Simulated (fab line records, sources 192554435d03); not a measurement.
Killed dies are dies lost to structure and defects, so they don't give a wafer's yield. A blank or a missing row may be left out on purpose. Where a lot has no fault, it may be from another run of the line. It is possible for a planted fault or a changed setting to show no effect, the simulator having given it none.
Comparing a struck lot with a sound one -- flow n5Finfet -- 16 out of 1938 route steps
Sound: wafers L245.2, L245.3, L245.6. Struck: wafers L251.3, L251.4, L251.5. Last of all comes the cause.
Order at every step that has rows: each side's tool, ch and its chambers, its first start. Under that, the readings that differ: sound wafers -- struck wafers -- difference of the means -- sigmas: that difference in standard deviations of wafers without a fault.
alike: same words and numbers on both sides, and readings whose means sit less than 2 such deviations apart. not compared: any withheld reading, any reading some wafer has no value for, any bound like >300 that may hide the same value, and any number with overlapping values for which the record gives no deviation.
The two part at a step that has a row with sigmas, a row that says differs or no value, or rows on one side only. Numbers that have no deviation but don't overlap get no sigmas and don't part them. Lack of a reading on every wafer of one side parts them only where that side has two or more wafers.

first, 4 steps without rows for these wafers: N5_BEOL_M3_HM_STRIP_39 (strips TiN in peroxide tin strip, target depth 25 nm, time 158 s); N5_BEOL_M3_SRD_40 (time 30 s); N5_BEOL_M3_PRECLEAN_42 (cleans in residue remover, time 60 s); N5_BEOL_M3_SRD_43 (time 30 s).
N5_BEOL_M3_CD_MEAS_35: target cd 18 nm, target cd y 21 nm.
  struck on cdSem-02, day 10 02:48; sound on cdSem-03, day 8 08:08
  alike: cdNm
N5_BEOL_M3_DEGAS_44: time 60 s.
  struck on pvdSputter-03, day 10 03:04; sound on pvdSputter-03, day 8 08:44
  alike: heaterPowerW
then, 1 step without rows for these wafers: N5_BEOL_M3_PRE_CLEAN_45 (time 30 s).
N5_BEOL_M3_ALD_84: deposits TaN, pulse time 2 s, purge time 3 s, co reactant purge time 2 s.
  sound on aldMetal-02 ch 2,3, day 8 08:50; struck on aldMetal-03 ch 1,2, day 10 03:13
reading,sound,struck,difference,sigmas
heaterPowerW (W),442 524 535,368 411 400,-107,-2
N5_BEOL_M3_SURFACE_TREAT_85:
  struck on pvdSputter-01, day 10 04:37; sound on pvdSputter-02, day 8 09:04
  not compared: throttleValvePct
then, 1 step without rows for these wafers: N5_BEOL_M3_CVD_47 (deposits Co from CCTBA/H2, target thk 3 nm, time 223.8 s).
N5_BEOL_M3_SPUTTER_48: material Cu, target thk 4.5 nm, time 8.29 s.
  struck on pvdSputter-03, day 10 05:08; sound on pvdSputter-03, day 8 09:22
  alike: chamberPressurePa, chuckGasFlowSccm, throttleValvePct
N5_BEOL_M3_ANNEAL_49: time 240 s.
  struck on pvdSputter-03, day 10 05:13; sound on pvdSputter-03, day 8 09:27
  alike: heaterPowerW, susceptor_temp_C_max
N5_BEOL_M3_SPUTTER_79: material Cu, target thk 4.5 nm, time 8.29 s.
  struck on pvdSputter-03, day 10 05:21; sound on pvdSputter-03, day 8 09:35
  no value came back on the struck wafers for chamberPressurePa (Pa), chuckGasFlowSccm (sccm), throttleValvePct (%); on the sound wafers chamberPressurePa (Pa) reads 0.06985 0.06982 0.06999
then, 1 step without rows for these wafers: N5_BEOL_M3_ANNEAL_80 (time 240 s).
N5_BEOL_M4_RC_MEAS_101:
  sound on prober-02 ch 0, day 8 21:13; struck on prober-01 ch 0, day 11 05:05
  alike: DIBL_N, DIBL_P, IOFF_N, IOFF_P, ION_N, ION_P, SS_N, SS_P, VT_N, VT_P
-- a jump in the record: the struck wafers' starts before and after are 5 days apart (it breaks off in module BEOL_M4 and resumes in module PASSIVATION, where the first step shown is number 1936 of the route) --
N5_PASSIVATION_PROBE_49:
  rows exist in the record for the struck wafers here (prober-02, day 15 20:15), but not for the sound ones

## WHERE THEY PART
Earliest at N5_BEOL_M3_ALD_84; latest, in this record, at N5_PASSIVATION_PROBE_49.

WHY: what the simulator had put in
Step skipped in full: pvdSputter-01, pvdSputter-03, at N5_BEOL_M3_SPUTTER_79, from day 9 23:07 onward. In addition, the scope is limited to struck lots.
